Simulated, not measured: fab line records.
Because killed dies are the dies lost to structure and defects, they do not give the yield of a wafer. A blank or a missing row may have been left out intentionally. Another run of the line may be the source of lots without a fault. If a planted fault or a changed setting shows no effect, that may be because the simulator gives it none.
What tool caused it? :: flow n5-finfet :: Sampling: 24 lots, 72 wafers, 6 of 1938 route steps

== WHAT THE GAUGES SHOWED, per wafer ==
N5_BEOL_M15_CD_MEAS_17: the cd target is 360 nm. Usual: cd-nm reads 361.7 nm (standard deviation 2.3).
lot: L076
measured: day 11 18:02
on: cd-sem-01
cd-nm (nm): 363.0 365.8 360.6
flag: 

lot: L074
measured: day 11 18:04
on: cd-sem-01
cd-nm (nm): 364.9 362.7 363.1
flag: 

lot: L075
measured: day 12 00:19
on: cd-sem-03
cd-nm (nm): 363.5 359.8 357.2
flag: 

lot: L077
measured: day 12 13:59
on: cd-sem-01
cd-nm (nm): 362.1 361.2 363.9
flag: 

lot: L078
measured: day 12 14:59
on: cd-sem-01
cd-nm (nm): 362.5 362.1 360.4
flag: 

lot: L079
measured: day 12 23:02
on: cd-sem-03
cd-nm (nm): 358.2 359.9 364.0
flag: 

lot: L080
measured: day 13 02:22
on: cd-sem-03
cd-nm (nm): 366.5 363.5 364.0
flag: 

lot: L081
measured: day 13 13:50
on: cd-sem-02
cd-nm (nm): 365.8 360.2 362.9
flag: 

lot: L083
measured: day 13 17:37
on: cd-sem-01
cd-nm (nm): 360.0 359.5 357.2
flag: 

lot: L082
measured: day 13 18:02
on: cd-sem-03
cd-nm (nm): 357.1 358.8 359.5
flag: 

lot: L084
measured: day 14 00:46
on: cd-sem-03
cd-nm (nm): 359.7 361.6 358.5
flag: 

lot: L085
measured: day 15 01:28
on: cd-sem-02
cd-nm (nm): 362.4 359.7 357.5
flag: 

lot: L086
measured: day 15 03:33
on: cd-sem-03
cd-nm (nm): 360.3 362.6 360.1
flag: 

lot: L088
measured: day 15 03:56
on: cd-sem-03
cd-nm (nm): 362.9 360.8 361.2
flag: 

lot: L091
measured: day 15 04:56
on: cd-sem-03
cd-nm (nm): 362.4 363.0 361.7
flag: 

lot: L087
measured: day 15 05:00
on: cd-sem-01
cd-nm (nm): 361.2 361.8 362.5
flag: 

lot: L090
measured: day 15 12:19
on: cd-sem-01
cd-nm (nm): 363.0 361.8 364.1
flag: 

lot: L089
measured: day 15 18:34
on: cd-sem-02
cd-nm (nm): 359.4 360.2 360.9
flag: 

lot: L094
measured: day 16 10:15
on: cd-sem-01
cd-nm (nm): 363.4 364.1 364.7
flag: 

lot: L092
measured: day 16 13:31
on: cd-sem-01
cd-nm (nm): 358.3 361.4 358.6
flag: 

lot: L095
measured: day 16 15:59
on: cd-sem-02
cd-nm (nm): 362.0 360.5 358.3
flag: 

lot: L093
measured: day 16 16:50
on: cd-sem-03
cd-nm (nm): 362.7 359.8 363.8
flag: 

lot: L096
measured: day 17 06:17
on: cd-sem-02
cd-nm (nm): 363.5 362.9 361.8
flag: 

lot: L097
measured: day 17 06:26
on: cd-sem-01
cd-nm (nm): 361.2 362.4 362.3
flag: 

N5_BEOL_M15_OVL_MEAS_29. Usual: for M15_OVL the level is -1 nm and the standard deviation is 5.1.
lot: L076
measured: day 11 18:57
on: overlay-01
M15_OVL (nm): 6 -1 0
flag: 

lot: L074
measured: day 11 19:08
on: overlay-01
M15_OVL (nm): -2 0 -5
flag: 

lot: L075
measured: day 12 01:20
on: overlay-02
M15_OVL (nm): -8 -5 -5
flag: 

lot: L077
measured: day 12 15:05
on: overlay-01
M15_OVL (nm): -10 -13 -4
flag: 

lot: L078
measured: day 12 15:53
on: overlay-02
M15_OVL (nm): 9 5 7
flag: 

lot: L079
measured: day 13 00:04
on: overlay-02
M15_OVL (nm): 1 -4 -3
flag: 

lot: L080
measured: day 13 03:24
on: overlay-01
M15_OVL (nm): 6 7 9
flag: 

lot: L081
measured: day 13 14:52
on: overlay-02
M15_OVL (nm): 1 5 6
flag: 

lot: L083
measured: day 13 18:52
on: overlay-01
M15_OVL (nm): 6 -3 -2
flag: 

lot: L082
measured: day 13 19:04
on: overlay-02
M15_OVL (nm): 0 -5 -9
flag: 

lot: L084
measured: day 14 02:14
on: overlay-02
M15_OVL (nm): -6 -1 -4
flag: 

lot: L085
measured: day 15 02:37
on: overlay-02
M15_OVL (nm): -6 -4 1
flag: 

lot: L086
measured: day 15 04:35
on: overlay-01
M15_OVL (nm): -5 -4 -16
flag: 

lot: L088
measured: day 15 04:56
on: overlay-02
M15_OVL (nm): -6 -3 -3
flag: 

lot: L091
measured: day 15 05:51
on: overlay-02
M15_OVL (nm): -3 8 -1
flag: 

lot: L087
measured: day 15 05:54
on: overlay-02
M15_OVL (nm): 6 7 3
flag: 

lot: L090
measured: day 15 13:13
on: overlay-01
M15_OVL (nm): -6 -4 -6
flag: 

lot: L089
measured: day 15 19:36
on: overlay-01
M15_OVL (nm): 7 0 3
flag: 

lot: L094
measured: day 16 11:17
on: overlay-01
M15_OVL (nm): -3 2 -4
flag: 

lot: L092
measured: day 16 14:40
on: overlay-02
M15_OVL (nm): 0 4 5
flag: 

lot: L095
measured: day 16 16:53
on: overlay-01
M15_OVL (nm): -1 3 7
flag: 

lot: L093
measured: day 16 17:52
on: overlay-02
M15_OVL (nm): -6 -2 -6
flag: 

lot: L096
measured: day 17 09:21
on: overlay-02
M15_OVL (nm): 6 -4 6
flag: 

lot: L097
measured: day 17 09:23
on: overlay-02
M15_OVL (nm): -2 -1 -4
flag: 

N5_MIM_TOP_LITHO_CD_MEAS_08: the cd target is 2000 nm. Usual: cd-nm reads 2000.6 nm (standard deviation 1.6).
lot: L076
measured: day 12 02:38
on: cd-sem-02
cd-nm (nm): 2001.0 1999.6 2000.3
flag: 

lot: L074
measured: day 12 05:04
on: cd-sem-01
cd-nm (nm): 2001.0 2001.8 2002.0
flag: 

lot: L075
measured: day 12 08:42
on: cd-sem-03
cd-nm (nm): 2000.1 2001.5 1999.6
flag: 

lot: L077
measured: day 12 22:08
on: cd-sem-03
cd-nm (nm): 1998.1 2001.1 1999.6
flag: 

lot: L078
measured: day 12 23:39
on: cd-sem-03
cd-nm (nm): 2001.3 2001.0 2001.1
flag: 

lot: L079
measured: day 13 09:43
on: cd-sem-01
cd-nm (nm): 2002.4 2002.1 2002.2
flag: 

lot: L080
measured: day 13 10:47
on: cd-sem-02
cd-nm (nm): 2001.8 2000.9 2002.7
flag: 

lot: L081
measured: day 13 22:13
on: cd-sem-01
cd-nm (nm): 1997.4 2000.7 1999.3
flag: 

lot: L083
measured: day 14 03:32
on: cd-sem-03
cd-nm (nm): 2001.6 1999.8 2003.7
flag: 

lot: L082
measured: day 14 04:46
on: cd-sem-02
cd-nm (nm): 1999.9 1998.8 1998.0
flag: 

lot: L084
measured: day 14 09:52
on: cd-sem-02
cd-nm (nm): 2000.2 1996.5 2000.1
flag: 

lot: L085
measured: day 15 10:31
on: cd-sem-02
cd-nm (nm): 2002.7 2003.7 2000.5
flag: 

lot: L086
measured: day 15 10:46
on: cd-sem-01
cd-nm (nm): 2002.2 2001.5 2002.2
flag: 

lot: L088
measured: day 15 15:21
on: cd-sem-03
cd-nm (nm): 2001.0 1996.6 2000.1
flag: 

lot: L091
measured: day 15 15:41
on: cd-sem-03
cd-nm (nm): 2000.5 2000.4 1999.8
flag: 

lot: L087
measured: day 15 16:25
on: cd-sem-01
cd-nm (nm): 2000.8 2003.5 2003.1
flag: 

lot: L090
measured: day 15 20:58
on: cd-sem-01
cd-nm (nm): 1997.9 2000.4 1997.7
flag: 

lot: L089
measured: day 16 04:20
on: cd-sem-03
cd-nm (nm): 2000.6 2002.9 2002.0
flag: 

lot: L094
measured: day 16 21:13
on: cd-sem-01
cd-nm (nm): 2001.1 2002.0 1998.3
flag: 

lot: L092
measured: day 17 02:58
on: cd-sem-02
cd-nm (nm): 1999.8 2000.1 2001.2
flag: 

lot: L095
measured: day 17 03:01
on: cd-sem-01
cd-nm (nm): 2000.2 2002.5 1998.8
flag: 

lot: L093
measured: day 17 03:56
on: cd-sem-02
cd-nm (nm): 1999.9 2000.3 2002.7
flag: 

lot: L096
measured: day 17 17:02
on: cd-sem-03
cd-nm (nm): 2001.1 2000.6 2002.1
flag: 

lot: L097
measured: day 17 19:08
on: cd-sem-01
cd-nm (nm): 1999.5 1999.2 1998.9
flag: 

== EACH LOT AND THE TOOL THAT RAN IT (in order: tool; ch and the chambers of the sampled wafers; start) ==
lot: L076
N5_BEOL_M15_ILD_DEP_00: pecvd-02 ch 1,2, day 11 16:22
N5_BEOL_M15_SPUTTER_44: pvd-sputter-03, day 11 20:43
N5_BEOL_M15_CMP_49: cmp-03 ch 1,2,3, day 11 21:31

lot: L074
N5_BEOL_M15_ILD_DEP_00: pecvd-03 ch 0,1,2, day 11 16:48
N5_BEOL_M15_SPUTTER_44: pvd-sputter-02, day 12 00:10
N5_BEOL_M15_CMP_49: cmp-03 ch 0,1,2, day 12 00:59

lot: L075
N5_BEOL_M15_ILD_DEP_00: pecvd-02 ch 0,1, day 11 22:40
N5_BEOL_M15_SPUTTER_44: pvd-sputter-01, day 12 03:58
N5_BEOL_M15_CMP_49: cmp-04 ch 0,1,2, day 12 04:44

lot: L077
N5_BEOL_M15_ILD_DEP_00: pecvd-03 ch 0,1,2, day 12 12:49
N5_BEOL_M15_SPUTTER_44: pvd-sputter-03, day 12 18:16
N5_BEOL_M15_CMP_49: cmp-02 ch 1,2,3, day 12 19:00

lot: L078
N5_BEOL_M15_ILD_DEP_00: pecvd-01 ch 0,2, day 12 13:07
N5_BEOL_M15_SPUTTER_44: pvd-sputter-03, day 12 18:42
N5_BEOL_M15_CMP_49: cmp-03 ch 0,1,2, day 12 19:31

lot: L079
N5_BEOL_M15_ILD_DEP_00: pecvd-03 ch 0,1, day 12 21:44
N5_BEOL_M15_SPUTTER_44: pvd-sputter-01, day 13 05:11
N5_BEOL_M15_CMP_49: cmp-03 ch 0,1,3, day 13 05:57

lot: L080
N5_BEOL_M15_ILD_DEP_00: pecvd-03 ch 1,2, day 13 01:12
N5_BEOL_M15_SPUTTER_44: pvd-sputter-01, day 13 06:17
N5_BEOL_M15_CMP_49: cmp-02 ch 2,3, day 13 07:01

lot: L081
N5_BEOL_M15_ILD_DEP_00: pecvd-03 ch 0,1, day 13 12:34
N5_BEOL_M15_SPUTTER_44: pvd-sputter-02, day 13 17:41
N5_BEOL_M15_CMP_49: cmp-04 ch 0,2, day 13 18:30

lot: L083
N5_BEOL_M15_ILD_DEP_00: pecvd-01 ch 0,1, day 13 16:22
N5_BEOL_M15_SPUTTER_44: pvd-sputter-01, day 13 21:35
N5_BEOL_M15_CMP_49: cmp-03 ch 2,3, day 13 23:24

lot: L082
N5_BEOL_M15_ILD_DEP_00: pecvd-03 ch 0,1,2, day 13 16:44
N5_BEOL_M15_SPUTTER_44: pvd-sputter-02, day 13 21:56
N5_BEOL_M15_CMP_49: cmp-02 ch 1,2, day 14 00:07

lot: L084
N5_BEOL_M15_ILD_DEP_00: pecvd-02 ch 0,1,2, day 13 23:37
N5_BEOL_M15_SPUTTER_44: pvd-sputter-03, day 14 04:20
N5_BEOL_M15_CMP_49: cmp-02 ch 0,1,3, day 14 05:26

lot: L085
N5_BEOL_M15_ILD_DEP_00: pecvd-02 ch 0,1,2, day 15 00:20
N5_BEOL_M15_SPUTTER_44: pvd-sputter-03, day 15 06:34
N5_BEOL_M15_CMP_49: cmp-03 ch 0,1,3, day 15 07:19

lot: L086
N5_BEOL_M15_ILD_DEP_00: pecvd-02 ch 1,2, day 15 02:24
N5_BEOL_M15_SPUTTER_44: pvd-sputter-03, day 15 07:05
N5_BEOL_M15_CMP_49: cmp-03 ch 0,3, day 15 07:53

lot: L088
N5_BEOL_M15_ILD_DEP_00: pecvd-01 ch 0,2, day 15 02:48
N5_BEOL_M15_SPUTTER_44: pvd-sputter-02, day 15 09:01
N5_BEOL_M15_CMP_49: cmp-04 ch 0,1, day 15 09:46

lot: L091
N5_BEOL_M15_ILD_DEP_00: pecvd-02 ch 0,2, day 15 03:11
N5_BEOL_M15_SPUTTER_44: pvd-sputter-01, day 15 09:17
N5_BEOL_M15_CMP_49: cmp-03 ch 0,1, day 15 10:05

lot: L087
N5_BEOL_M15_ILD_DEP_00: pecvd-03 ch 0,1, day 15 03:26
N5_BEOL_M15_SPUTTER_44: pvd-sputter-03, day 15 09:44
N5_BEOL_M15_CMP_49: cmp-04 ch 0,1, day 15 10:30

lot: L090
N5_BEOL_M15_ILD_DEP_00: pecvd-02 ch 0,2, day 15 11:11
N5_BEOL_M15_SPUTTER_44: pvd-sputter-02, day 15 16:11
N5_BEOL_M15_CMP_49: cmp-02 ch 0,3, day 15 17:17

lot: L089
N5_BEOL_M15_ILD_DEP_00: pecvd-02 ch 0,1,2, day 15 17:15
N5_BEOL_M15_SPUTTER_44: pvd-sputter-01, day 15 22:22
N5_BEOL_M15_CMP_49: cmp-03 ch 0,2,3, day 15 23:07

lot: L094
N5_BEOL_M15_ILD_DEP_00: pecvd-01 ch 0,2, day 16 08:59
N5_BEOL_M15_SPUTTER_44: pvd-sputter-01, day 16 13:36
N5_BEOL_M15_CMP_49: cmp-03 ch 0,1,3, day 16 14:20

lot: L092
N5_BEOL_M15_ILD_DEP_00: pecvd-01 ch 0,2, day 16 12:10
N5_BEOL_M15_SPUTTER_44: pvd-sputter-01, day 16 20:31
N5_BEOL_M15_CMP_49: cmp-02 ch 2,3, day 16 21:15

lot: L095
N5_BEOL_M15_ILD_DEP_00: pecvd-02 ch 0,1,2, day 16 14:43
N5_BEOL_M15_SPUTTER_44: pvd-sputter-02, day 16 20:34
N5_BEOL_M15_CMP_49: cmp-03 ch 0,1,3, day 16 21:20

lot: L093
N5_BEOL_M15_ILD_DEP_00: pecvd-03 ch 0,1,2, day 16 15:41
N5_BEOL_M15_SPUTTER_44: pvd-sputter-02, day 16 20:55
N5_BEOL_M15_CMP_49: cmp-02 ch 0,1,2, day 16 21:51

lot: L096
N5_BEOL_M15_ILD_DEP_00: pecvd-01 ch 0,1, day 17 05:09
N5_BEOL_M15_SPUTTER_44: pvd-sputter-03, day 17 11:51
N5_BEOL_M15_CMP_49: cmp-03 ch 0,1,3, day 17 12:42

lot: L097
N5_BEOL_M15_ILD_DEP_00: pecvd-03 ch 0,1, day 17 05:09
N5_BEOL_M15_SPUTTER_44: pvd-sputter-02, day 17 11:53
N5_BEOL_M15_CMP_49: cmp-02 ch 0,2, day 17 12:46
- N5_BEOL_M15_ILD_DEP_00: deposits SiO2 from TEOS/O2, target thk 1629.3 nm, time 346.1 s.
- N5_BEOL_M15_SPUTTER_44: material Ta, target thk 15 nm, time 24.19 s.
- N5_BEOL_M15_CMP_49: polishes, stops on SiO2, t overpolish 4.9 s, target thk 850 nm.

== WHAT THE TOOLS THEMSELVES READ (means of the sampled wafers that have a number; where no wafer has one, the mark that the record gives instead) ==
N5_BEOL_M15_ILD_DEP_00. Usual: heater-power-w 511 W, standard deviation 110; showerhead-plenum-p-Torr 8.35 Torr, standard deviation 0.03; throttle-valve-pct 18.8 %, standard deviation 0.96.
lot: L076
tool: pecvd-02
heater-power-w (W): 644
showerhead-plenum-p-Torr (Torr): 8.36
throttle-valve-pct (%): 18.1
flag: 

lot: L074
tool: pecvd-03
heater-power-w (W): 380
showerhead-plenum-p-Torr (Torr): 8.35
throttle-valve-pct (%): 19.0
flag: 

lot: L075
tool: pecvd-02
heater-power-w (W): 528
showerhead-plenum-p-Torr (Torr): 8.37
throttle-valve-pct (%): 18.6
flag: 

lot: L077
tool: pecvd-03
heater-power-w (W): 412
showerhead-plenum-p-Torr (Torr): 8.36
throttle-valve-pct (%): 19.1
flag: 

lot: L078
tool: pecvd-01
heater-power-w (W): 520
showerhead-plenum-p-Torr (Torr): 8.33
throttle-valve-pct (%): 19.0
flag: 

lot: L079
tool: pecvd-03
heater-power-w (W): 376
showerhead-plenum-p-Torr (Torr): 8.36
throttle-valve-pct (%): 19.8
flag: 

lot: L080
tool: pecvd-03
heater-power-w (W): 456
showerhead-plenum-p-Torr (Torr): 8.34
throttle-valve-pct (%): 18.3
flag: 

lot: L081
tool: pecvd-03
heater-power-w (W): 368
showerhead-plenum-p-Torr (Torr): 8.36
throttle-valve-pct (%): 19.9
flag: 

lot: L083
tool: pecvd-01
heater-power-w (W): 580
showerhead-plenum-p-Torr (Torr): 8.33
throttle-valve-pct (%): 19.2
flag: 

lot: L082
tool: pecvd-03
heater-power-w (W): 430
showerhead-plenum-p-Torr (Torr): 8.35
throttle-valve-pct (%): 19.1
flag: 

lot: L084
tool: pecvd-02
heater-power-w (W): 585
showerhead-plenum-p-Torr (Torr): 8.37
throttle-valve-pct (%): 18.3
flag: 

lot: L085
tool: pecvd-02
heater-power-w (W): 634
showerhead-plenum-p-Torr (Torr): 8.37
throttle-valve-pct (%): 18.3
flag: 

lot: L086
tool: pecvd-02
heater-power-w (W): 633
showerhead-plenum-p-Torr (Torr): 8.36
throttle-valve-pct (%): 18.3
flag: 

lot: L088
tool: pecvd-01
heater-power-w (W): 537
showerhead-plenum-p-Torr (Torr): 8.35
throttle-valve-pct (%): 19.2
flag: 

lot: L091
tool: pecvd-02
heater-power-w (W): 608
showerhead-plenum-p-Torr (Torr): 8.39
throttle-valve-pct (%): 17.7
flag: 

lot: L087
tool: pecvd-03
heater-power-w (W): 400
showerhead-plenum-p-Torr (Torr): 8.37
throttle-valve-pct (%): 19.7
flag: 

lot: L090
tool: pecvd-02
heater-power-w (W): 629
showerhead-plenum-p-Torr (Torr): 8.41
throttle-valve-pct (%): 17.8
flag: 

lot: L089
tool: pecvd-02
heater-power-w (W): 543
showerhead-plenum-p-Torr (Torr): 8.37
throttle-valve-pct (%): 18.7
flag: 

lot: L094
tool: pecvd-01
heater-power-w (W): 542
showerhead-plenum-p-Torr (Torr): 8.34
throttle-valve-pct (%): 19.2
flag: 

lot: L092
tool: pecvd-01
heater-power-w (W): 583
showerhead-plenum-p-Torr (Torr): 8.33
throttle-valve-pct (%): 19.4
flag: 

lot: L095
tool: pecvd-02
heater-power-w (W): 563
showerhead-plenum-p-Torr (Torr): 8.36
throttle-valve-pct (%): 18.4
flag: 

lot: L093
tool: pecvd-03
heater-power-w (W): 441
showerhead-plenum-p-Torr (Torr): 8.36
throttle-valve-pct (%): 19.2
flag: 

lot: L096
tool: pecvd-01
heater-power-w (W): 547
showerhead-plenum-p-Torr (Torr): 8.33
throttle-valve-pct (%): 18.6
flag: 

lot: L097
tool: pecvd-03
heater-power-w (W): 351
showerhead-plenum-p-Torr (Torr): 8.36
throttle-valve-pct (%): 19.9
flag: 

N5_BEOL_M15_SPUTTER_44. Usual: throttle-valve-pct reads 30.1 % (standard deviation 0.65).
lot: L076
tool: pvd-sputter-03
throttle-valve-pct (%): 29.8
flag: 

lot: L074
tool: pvd-sputter-02
throttle-valve-pct (%): 30.0
flag: 

lot: L075
tool: pvd-sputter-01
throttle-valve-pct (%): 30.4
flag: 

lot: L077
tool: pvd-sputter-03
throttle-valve-pct (%): 29.8
flag: 

lot: L078
tool: pvd-sputter-03
throttle-valve-pct (%): 30.5
flag: 

lot: L079
tool: pvd-sputter-01
throttle-valve-pct (%): 30.3
flag: 

lot: L080
tool: pvd-sputter-01
throttle-valve-pct (%): 30.1
flag: 

lot: L081
tool: pvd-sputter-02
throttle-valve-pct (%): 30.4
flag: 

lot: L083
tool: pvd-sputter-01
throttle-valve-pct (%): 30.1
flag: 

lot: L082
tool: pvd-sputter-02
throttle-valve-pct (%): 29.8
flag: 

lot: L084
tool: pvd-sputter-03
throttle-valve-pct (%): 29.9
flag: 

lot: L085
tool: pvd-sputter-03
throttle-valve-pct (%): 29.9
flag: 

lot: L086
tool: pvd-sputter-03
throttle-valve-pct (%): 29.7
flag: 

lot: L088
tool: pvd-sputter-02
throttle-valve-pct (%): 29.9
flag: 

lot: L091
tool: pvd-sputter-01
throttle-valve-pct (%): 30.3
flag: 

lot: L087
tool: pvd-sputter-03
throttle-valve-pct (%): 30.6
flag: 

lot: L090
tool: pvd-sputter-02
throttle-valve-pct (%): 30.0
flag: 

lot: L089
tool: pvd-sputter-01
throttle-valve-pct (%): 29.8
flag: 

lot: L094
tool: pvd-sputter-01
throttle-valve-pct (%): 30.1
flag: 

lot: L092
tool: pvd-sputter-01
throttle-valve-pct (%): 29.4
flag: 

lot: L095
tool: pvd-sputter-02
throttle-valve-pct (%): 29.5
flag: 

lot: L093
tool: pvd-sputter-02
throttle-valve-pct (%): 29.9
flag: 

lot: L096
tool: pvd-sputter-03
throttle-valve-pct (%): 30.6
flag: 

lot: L097
tool: pvd-sputter-02
throttle-valve-pct (%): 30.1
flag: 

N5_BEOL_M15_CMP_49. Usual: barrier-field-endpoint-s 11.40 s, standard deviation 0.27; motor-current-A 8.3 A, standard deviation 0.88; overpolish-run-s 4.900 s, standard deviation 0.0079; pad-life-wafers 1059, standard deviation 470.
lot: L076
tool: cmp-03
barrier-field-endpoint-s (s): 11.54
motor-current-A (A): 9.2
overpolish-run-s (s): 4.902
pad-life-wafers: 302
flag: 

lot: L074
tool: cmp-03
barrier-field-endpoint-s (s): 11.07
motor-current-A (A): 9.1
overpolish-run-s (s): 4.898
pad-life-wafers: 320
flag: 

lot: L075
tool: cmp-04
barrier-field-endpoint-s (s): 11.26
motor-current-A (A): 7.7
overpolish-run-s (s): 4.892
pad-life-wafers: 314
flag: 

lot: L077
tool: cmp-02
barrier-field-endpoint-s (s): 11.13
motor-current-A (A): 8.0
overpolish-run-s (s): 4.899
pad-life-wafers: 1100
flag: 

lot: L078
tool: cmp-03
barrier-field-endpoint-s (s): 11.47
motor-current-A (A): 8.8
overpolish-run-s (s): 4.910
pad-life-wafers: 464
flag: 

lot: L079
tool: cmp-03
barrier-field-endpoint-s (s): 11.85
motor-current-A (A): 8.9
overpolish-run-s (s): 4.900
pad-life-wafers: 560
flag: 

lot: L080
tool: cmp-02
barrier-field-endpoint-s (s): 11.30
motor-current-A (A): 7.5
overpolish-run-s (s): 4.895
pad-life-wafers: 1202
flag: 

lot: L081
tool: cmp-04
barrier-field-endpoint-s (s): 11.55
motor-current-A (A): 7.4
overpolish-run-s (s): 4.896
pad-life-wafers: 631
flag: 

lot: L083
tool: cmp-03
barrier-field-endpoint-s (s): 11.32
motor-current-A (A): 9.2
overpolish-run-s (s): 4.900
pad-life-wafers: 696
flag: 

lot: L082
tool: cmp-02
barrier-field-endpoint-s (s): 11.39
motor-current-A (A): 8.6
overpolish-run-s (s): 4.896
pad-life-wafers: 1292
flag: 

lot: L084
tool: cmp-02
barrier-field-endpoint-s (s): 11.12
motor-current-A (A): 7.7
overpolish-run-s (s): 4.901
pad-life-wafers: 1352
flag: 

lot: L085
tool: cmp-03
barrier-field-endpoint-s (s): 11.26
motor-current-A (A): 8.8
overpolish-run-s (s): 4.900
pad-life-wafers: 974
flag: 

lot: L086
tool: cmp-03
barrier-field-endpoint-s (s): 11.51
motor-current-A (A): 8.4
overpolish-run-s (s): 4.898
pad-life-wafers: 979
flag: 

lot: L088
tool: cmp-04
barrier-field-endpoint-s (s): 11.47
motor-current-A (A): 7.7
overpolish-run-s (s): 4.891
pad-life-wafers: 932
flag: 

lot: L091
tool: cmp-03
barrier-field-endpoint-s (s): 11.82
motor-current-A (A): 8.9
overpolish-run-s (s): 4.905
pad-life-wafers: 992
flag: 

lot: L087
tool: cmp-04
barrier-field-endpoint-s (s): 11.15
motor-current-A (A): 7.7
overpolish-run-s (s): 4.907
pad-life-wafers: 938
flag: 

lot: L090
tool: cmp-02
barrier-field-endpoint-s (s): 11.48
motor-current-A (A): 7.6
overpolish-run-s (s): 4.903
pad-life-wafers: 1662
flag: 

lot: L089
tool: cmp-03
barrier-field-endpoint-s (s): 11.20
motor-current-A (A): 8.6
overpolish-run-s (s): 4.904
pad-life-wafers: 1112
flag: 

lot: L094
tool: cmp-03
barrier-field-endpoint-s (s): 11.69
motor-current-A (A): 8.7
overpolish-run-s (s): 4.904
pad-life-wafers: 1237
flag: 

lot: L092
tool: cmp-02
barrier-field-endpoint-s (s): 11.86
motor-current-A (A): 8.1
overpolish-run-s (s): 4.905
pad-life-wafers: 1812
flag: 

lot: L095
tool: cmp-03
barrier-field-endpoint-s (s): 11.58
motor-current-A (A): 8.8
overpolish-run-s (s): 4.897
pad-life-wafers: 1304
flag: 

lot: L093
tool: cmp-02
barrier-field-endpoint-s (s): 11.46
motor-current-A (A): 8.2
overpolish-run-s (s): 4.896
pad-life-wafers: 1826
flag: 

lot: L096
tool: cmp-03
barrier-field-endpoint-s (s): 11.42
motor-current-A (A): 8.8
overpolish-run-s (s): 4.895
pad-life-wafers: 1443
flag: 

lot: L097
tool: cmp-02
barrier-field-endpoint-s (s): 11.67
motor-current-A (A): 8.0
overpolish-run-s (s): 4.902
pad-life-wafers: 1970
flag: 

== THE ANSWER, worked out from the rows above alone ==
Rule: a lot is off if the mean of its wafers that have a number lies more than 3 standard deviations from the usual mean. Also off: a lot with no number at a reading for which 4 or more lots have one. Where the step has rows for the other lots, those lots are counted as sound. Order of review: gauges by route order, followed by the tools' own readings, for which a lot's mean as printed above is used. At the first step where some lot is off, the reading lying furthest off is the one used; lots without a number count as furthest.
No lot is off at any reading shown: from this, nothing can be told.

== WHAT THE SIMULATOR HAD PUT IN ==
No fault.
